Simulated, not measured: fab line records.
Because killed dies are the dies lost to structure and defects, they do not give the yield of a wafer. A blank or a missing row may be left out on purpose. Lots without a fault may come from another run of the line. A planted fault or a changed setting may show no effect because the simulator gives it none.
Matching of chambers / flow n5-finfet / 4 sister chambers for N5_BEOL_M0_STRIP_142 on rie-diel-02
The step strips in N2/H2, time 10 s. 8 wafers are shown with their chamber, then 12 later ones without.

== WAFERS WITH THEIR CHAMBER ==
wafer=L078.1; chamber=3; drypump-motor-current-A (A)=5.6; throttle-valve-pct (%)=24.03
wafer=L085.4; chamber=2; drypump-motor-current-A (A)=5.5; throttle-valve-pct (%)=23.92
wafer=L086.4; chamber=0; drypump-motor-current-A (A)=5.6; throttle-valve-pct (%)=23.71
wafer=L088.5; chamber=2; drypump-motor-current-A (A)=5.5; throttle-valve-pct (%)=23.94
wafer=L088.6; chamber=3; drypump-motor-current-A (A)=5.6; throttle-valve-pct (%)=23.58
wafer=L087.3; chamber=1; drypump-motor-current-A (A)=6.7; throttle-valve-pct (%)=23.43
wafer=L087.5; chamber=0; drypump-motor-current-A (A)=5.7; throttle-valve-pct (%)=23.74
wafer=L087.6; chamber=1; drypump-motor-current-A (A)=6.7; throttle-valve-pct (%)=23.45

== WAFERS WHOSE CHAMBER IS MISSING ==
wafer=L090.2; drypump-motor-current-A (A)=6.6; throttle-valve-pct (%)=23.44
wafer=L090.4; drypump-motor-current-A (A)=5.5; throttle-valve-pct (%)=23.58
wafer=L090.6; drypump-motor-current-A (A)=5.5; throttle-valve-pct (%)=23.59
wafer=L093.1; drypump-motor-current-A (A)=5.5; throttle-valve-pct (%)=23.95
wafer=L093.2; drypump-motor-current-A (A)=5.5; throttle-valve-pct (%)=23.58
wafer=L093.4; drypump-motor-current-A (A)=5.6; throttle-valve-pct (%)=23.74
wafer=L092.1; drypump-motor-current-A (A)=6.7; throttle-valve-pct (%)=23.46
wafer=L092.4; drypump-motor-current-A (A)=5.6; throttle-valve-pct (%)=23.60
wafer=L092.5; drypump-motor-current-A (A)=5.5; throttle-valve-pct (%)=23.96
wafer=L097.2; drypump-motor-current-A (A)=5.6; throttle-valve-pct (%)=23.62
wafer=L097.4; drypump-motor-current-A (A)=5.6; throttle-valve-pct (%)=23.74
wafer=L097.6; drypump-motor-current-A (A)=5.5; throttle-valve-pct (%)=23.96

== THE CHAMBER EACH PASSED THROUGH ==
wafer=L090.2; from the rows above=1; in truth=1
wafer=L090.4; from the rows above=can't be placed: 2 or 3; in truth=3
wafer=L090.6; from the rows above=can't be placed: 2 or 3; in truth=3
wafer=L093.1; from the rows above=2; in truth=2
wafer=L093.2; from the rows above=can't be placed: 2 or 3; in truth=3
wafer=L093.4; from the rows above=can't be placed: 3 or 0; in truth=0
wafer=L092.1; from the rows above=1; in truth=1
wafer=L092.4; from the rows above=can't be placed: 3 or 0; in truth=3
wafer=L092.5; from the rows above=2; in truth=2
wafer=L097.2; from the rows above=can't be placed: 3 or 0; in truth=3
wafer=L097.4; from the rows above=can't be placed: 3 or 0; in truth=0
wafer=L097.6; from the rows above=2; in truth=2
Correctly placed: 5 of 12. Can't be placed from these rows: 7 (the true chamber is among the candidates in 7). Number placed wrongly: 0.
How it was worked out, from the rows above alone: a wafer's distance from a chamber is the root of the sum, over the readings, of the square of ((its reading less the chamber's mean) divided by the reading's scatter). If the next closest chamber is less than 2 further off than the closest, the wafer can't be placed; otherwise it belongs to the closest. The mean given for a chamber averages the wafers shown for that chamber. The scatter is the square root of a quotient: the sum, over the shown wafers, of each reading's squared deviation from its chamber's mean, divided by wafers minus chambers.
